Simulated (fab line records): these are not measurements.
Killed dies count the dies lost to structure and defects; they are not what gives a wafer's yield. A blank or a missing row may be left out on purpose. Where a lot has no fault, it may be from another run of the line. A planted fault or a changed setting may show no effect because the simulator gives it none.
Split-lot trial / flow n5 finfet / on a route of 1938 steps: 7 lots, 21 wafers read

## ABOUT THE SPLIT
At N5_BEOL_M5_ILD_DEP_00 (deposits SiCOH lowk from DEMS/porogen, target thk 140.64 nm, time 25.9 s), the setting time s was moved away from the recipe's 25.9 s on 10 of the 21 wafers read, by -14.4% to +11.3%. For the rest of the wafers, this setting stayed at what the recipe calls for.

## FROM THE SPLIT TO THE READING: what the file shows between them, 1 step
- N5_BEOL_M5_CURE_79: cures SiCOH lowk, time 240 s

## THE READING
M5_ILD_THK (nm), taken at N5_BEOL_M5_THK_MEAS_01. A value of 121.2 nm with a standard deviation of 1.7 nm is what fault-free wafers of this fab line usually give.

wafer=L074.2; tool, chamber at the split=pecvd-03, 2; time s as run, s=27.69; against the recipe=+6.9%; M5_ILD_THK, nm=128.4; against lot-mates on the recipe=+10.6
wafer=L074.3; tool, chamber at the split=pecvd-03, 1; time s as run, s=25.9; against the recipe=recipe; M5_ILD_THK, nm=117.8; against lot-mates on the recipe=-
wafer=L074.4; tool, chamber at the split=pecvd-03, 2; time s as run, s=27.69; against the recipe=+6.9%; M5_ILD_THK, nm=131.0; against lot-mates on the recipe=+13.2
wafer=L076.1; tool, chamber at the split=pecvd-04, 0; time s as run, s=25.9; against the recipe=recipe; M5_ILD_THK, nm=120.3; against lot-mates on the recipe=-
wafer=L076.2; tool, chamber at the split=pecvd-04, 1; time s as run, s=22.39; against the recipe=-13.6%; M5_ILD_THK, nm=104.9; against lot-mates on the recipe=-15.4
wafer=L076.5; tool, chamber at the split=pecvd-04, 2; time s as run, s=22.39; against the recipe=-13.6%; M5_ILD_THK, nm=106.2; against lot-mates on the recipe=-14.1
wafer=L084.3; tool, chamber at the split=pecvd-03, 0; time s as run, s=22.18; against the recipe=-14.4%; M5_ILD_THK, nm=103.4; against lot-mates on the recipe=-19.1
wafer=L084.5; tool, chamber at the split=pecvd-03, 2; time s as run, s=25.9; against the recipe=recipe; M5_ILD_THK, nm=122.5; against lot-mates on the recipe=-
wafer=L084.6; tool, chamber at the split=pecvd-03, 0; time s as run, s=22.18; against the recipe=-14.4%; M5_ILD_THK, nm=104.0; against lot-mates on the recipe=-18.5
wafer=L085.1; tool, chamber at the split=pecvd-02, 0; time s as run, s=25.9; against the recipe=recipe; M5_ILD_THK, nm=118.8; against lot-mates on the recipe=-
wafer=L085.5; tool, chamber at the split=pecvd-02, 0; time s as run, s=25.9; against the recipe=recipe; M5_ILD_THK, nm=120.4; against lot-mates on the recipe=-
wafer=L085.6; tool, chamber at the split=pecvd-02, 1; time s as run, s=25.9; against the recipe=recipe; M5_ILD_THK, nm=119.6; against lot-mates on the recipe=-
wafer=L092.1; tool, chamber at the split=pecvd-03, 1; time s as run, s=28.83; against the recipe=+11.3%; M5_ILD_THK, nm=133.9; against lot-mates on the recipe=+12.8
wafer=L092.2; tool, chamber at the split=pecvd-03, 2; time s as run, s=25.9; against the recipe=recipe; M5_ILD_THK, nm=122.2; against lot-mates on the recipe=-
wafer=L092.3; tool, chamber at the split=pecvd-03, 0; time s as run, s=25.9; against the recipe=recipe; M5_ILD_THK, nm=120.0; against lot-mates on the recipe=-
wafer=L093.2; tool, chamber at the split=pecvd-04, 1; time s as run, s=27.45; against the recipe=+6.0%; M5_ILD_THK, nm=128.8; against lot-mates on the recipe=+4.7
wafer=L093.3; tool, chamber at the split=pecvd-04, 0; time s as run, s=25.9; against the recipe=recipe; M5_ILD_THK, nm=123.3; against lot-mates on the recipe=-
wafer=L093.4; tool, chamber at the split=pecvd-04, 1; time s as run, s=25.9; against the recipe=recipe; M5_ILD_THK, nm=125.0; against lot-mates on the recipe=-
wafer=L091.1; tool, chamber at the split=pecvd-02, 2; time s as run, s=25.9; against the recipe=recipe; M5_ILD_THK, nm=120.3; against lot-mates on the recipe=-
wafer=L091.5; tool, chamber at the split=pecvd-02, 2; time s as run, s=24.92; against the recipe=-3.8%; M5_ILD_THK, nm=118.4; against lot-mates on the recipe=-1.9
wafer=L091.6; tool, chamber at the split=pecvd-02, 1; time s as run, s=24.92; against the recipe=-3.8%; M5_ILD_THK, nm=116.4; against lot-mates on the recipe=-3.9

FIT RESULTS
A straight line over all 21 wafers: M5_ILD_THK changes by +1.18 nm for each +1% of time s; r = +0.98; the points scatter about the line by 1.7 nm.
The same after taking each lot's own level away (the mean of its wafers on the recipe; 21 wafers): +1.23 nm for each +1%; r = +0.98; scatter 1.7 nm.
Per that fit: largest time s move, reading shift of 18 nm.
The span of the lots' own levels, 117.80 to 124.15 nm, comes to 3.7 times the standard deviation stated above.
The two slopes agree, so the slope changes little with the lot-to-lot level.
Check: -16.8 nm against its lot-mates is what the line predicts for one of the wafers moved furthest among these (-14.4%) when that wafer is left out of the fit. Against them it came out at -19.1 nm.

## OTHER SPLITS ON THESE WAFERS
These wafers also went through other splits before the reading. Each is held against what the fit with the lots' levels taken away leaves over:
other split on the same wafers=N5_BEOL_M2_DESCUM_33 time s; wafers away from the commonest value=7; r with M5_ILD_THK (lot level and that fit taken away)=-0.22
other split on the same wafers=N5_BEOL_M2_ETCH_69 bias w; wafers away from the commonest value=6; r with M5_ILD_THK (lot level and that fit taken away)=+0.08
other split on the same wafers=N5_BEOL_M3_COAT_76 spin rpm; wafers away from the commonest value=7; r with M5_ILD_THK (lot level and that fit taken away)=-0.08
other split on the same wafers=N5_BEOL_M3_EXPOSE_25 dose mj; wafers away from the commonest value=6; r with M5_ILD_THK (lot level and that fit taken away)=+0.20
other split on the same wafers=N5_BEOL_M4_EXPOSE_25 dose mj; wafers away from the commonest value=8; r with M5_ILD_THK (lot level and that fit taken away)=+0.02
other split on the same wafers=N5_BEOL_M4_ETCH_70 bias w; wafers away from the commonest value=7; r with M5_ILD_THK (lot level and that fit taken away)=+0.18

## THE WHOLE CHAIN: every reading that the file lists as answering this split, in the file's order
step=N5_BEOL_M5_ILD_DEP_00; what it does=deposits SiCOH lowk from DEMS/porogen, target thk 140.64 nm, time 25.9 s; reading=SiCOH_lowk_of_BEOL_M5_ILD_DEP_00.thk nm (the simulator's own value, which no gauge read); change (the file's fit)=+1.38 nm for each +1% of the setting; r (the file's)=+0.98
step=N5_BEOL_M5_CURE_79; what it does=cures SiCOH lowk, time 240 s; reading=SiCOH_lowk_of_BEOL_M5_ILD_DEP_00.thk nm (the simulator's own value, which no gauge read); change (the file's fit)=+1.19 nm for each +1% of the setting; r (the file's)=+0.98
step=N5_BEOL_M5_THK_MEAS_01; what it does=; reading=M5_ILD_THK; change (the file's fit)=+1.19 for each +1% of the setting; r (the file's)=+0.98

## THE FILE'S OWN FIT
M5_ILD_THK changes by +1.19 nm for each +1% of time s, r = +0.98.
